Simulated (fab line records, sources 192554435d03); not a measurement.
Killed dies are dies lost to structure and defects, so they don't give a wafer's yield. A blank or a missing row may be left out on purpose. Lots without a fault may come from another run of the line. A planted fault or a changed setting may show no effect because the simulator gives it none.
Split-lot experiment | flow n5_finfet | 7 lots, 21 wafers read, on a route of 1938 steps

THE SPLIT
At N5_BEOL_M8_VIA_ETCH_34 (etches SiCOH lowk in C4F6/O2, target depth 125.5 nm, time 50.5 s), the setting source_w was moved away from the recipe's 345 W on 9 of the 21 wafers read, by -17.4% to +15.1%. The other wafers ran this setting at the recipe's value.

The reading is taken at the split's own step.

THE READING
rf_vpp_V, in V, at N5_BEOL_M8_VIA_ETCH_34 (etches SiCOH lowk in C4F6/O2, target depth 125.5 nm, time 50.5 s). Fault-free wafers of this fab line usually give 667 V, standard deviation 7.5 V.

wafer  | tool, chamber at the split | source_w as run, W | against the recipe | rf_vpp_V, V | against lot-mates on the recipe
L077.2 | rie_diel-04, 2             | 285                | -17.4%             | 731         | +62
L077.4 | rie_diel-04, 0             | 285                | -17.4%             | 744         | +75
L077.6 | rie_diel-04, 3             | 345                | recipe             | 669         | -
L075.1 | rie_diel-01, 1             | 345                | recipe             | 662         | -
L075.3 | rie_diel-01, 3             | 367.7              | +6.6%              | 634         | -38
L075.4 | rie_diel-01, 2             | 345                | recipe             | 682         | -
L084.1 | rie_diel-01, 0             | 345                | recipe             | 671         | -
L084.2 | rie_diel-01, 2             | 345                | recipe             | 680         | -
L084.3 | rie_diel-01, 1             | 397                | +15.1%             | 615         | -60
L089.1 | rie_diel-04, 0             | 345                | recipe             | 674         | -
L089.5 | rie_diel-04, 1             | 387.5              | +12.3%             | 629         | -44
L089.6 | rie_diel-04, 0             | 345                | recipe             | 673         | -
L088.2 | rie_diel-01, 1             | 345                | recipe             | 661         | -
L088.3 | rie_diel-01, 0             | 345                | recipe             | 670         | -
L088.6 | rie_diel-01, 1             | 345                | recipe             | 662         | -
L092.1 | rie_diel-04, 1             | 345                | recipe             | 668         | -
L092.2 | rie_diel-04, 3             | 292.1              | -15.3%             | 727         | +59
L092.3 | rie_diel-04, 0             | 292.1              | -15.3%             | 733         | +65
L091.1 | rie_diel-04, 0             | 345                | recipe             | 673         | -
L091.2 | rie_diel-04, 1             | 291.6              | -15.5%             | 728         | +55
L091.3 | rie_diel-04, 3             | 291.6              | -15.5%             | 731         | +58

THE FIT
A straight line over all 21 wafers: rf_vpp_V changes by -3.83 V for each +1% of source_w; r = -0.99; the points scatter about the line by 6.3 V.
The same after taking each lot's own level away (the mean of its wafers on the recipe; 21 wafers): -3.94 V for each +1%; r = -0.99; scatter 5.6 V.
On that fit, the largest move of source_w shifts the reading by 69 V.
The lots' own levels span 664.3 to 675.5 V, that is 1.5 times the standard deviation above.
So the lot-to-lot level changes the slope little: the two slopes agree.
Check: with one of the wafers moved furthest among these (-17.4%) left out of the fit, the line predicts +68.9 V for it against its lot-mates. It came out at +62 V against them.
Tool readings at the split's step, against how far the setting was moved: rf_vpp_V r = -0.99.

OTHER SPLITS ON THESE WAFERS
These wafers also went through other splits before the reading. Each is held against what the fit with the lots' levels taken away leaves over:
other split on the same wafers   | wafers away from the commonest value | r with rf_vpp_V (lot level and that fit taken away)
N5_BEOL_M4_COAT_62 spin_rpm      | 7                                    | +0.26
N5_BEOL_M4_DESCUM_33 time_s      | 5                                    | +0.13
N5_BEOL_M4_TRENCH_ETCH_37 bias_w | 8                                    | +0.24
N5_BEOL_M5_COAT_05 spin_rpm      | 3                                    | -0.32
N5_BEOL_M7_PECVD_70 temp_c       | 7                                    | +0.11
N5_BEOL_M8_PECVD_70 temp_c       | 7                                    | +0.03
N5_BEOL_M8_ETCH_66 source_w      | 6                                    | -0.27

THE WHOLE CHAIN: every reading that the file lists as answering this split, in the file's order
step                   | what it does                                                     | reading                                                                        | change (the file's fit)                | r (the file's)
N5_BEOL_M8_VIA_ETCH_34 | etches SiCOH lowk in C4F6/O2, target depth 125.5 nm, time 50.5 s | rf_vpp_V                                                                       | -3.94 V for each +1% of the setting    | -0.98
N5_BEOL_M8_VIA_ETCH_34 | etches SiCOH lowk in C4F6/O2, target depth 125.5 nm, time 50.5 s | etch.depth_nm (the simulator's own value, which no gauge read)                 | +0.507 nm for each +1% of the setting  | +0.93
N5_BEOL_M8_VIA_ETCH_34 | etches SiCOH lowk in C4F6/O2, target depth 125.5 nm, time 50.5 s | SOC_of_BEOL_M8_COAT_63.thk_nm (the simulator's own value, which no gauge read) | -0.0284 nm for each +1% of the setting | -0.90

THE FILE'S OWN FIT
rf_vpp_V changes by -3.94 V for each +1% of source_w, r = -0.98.
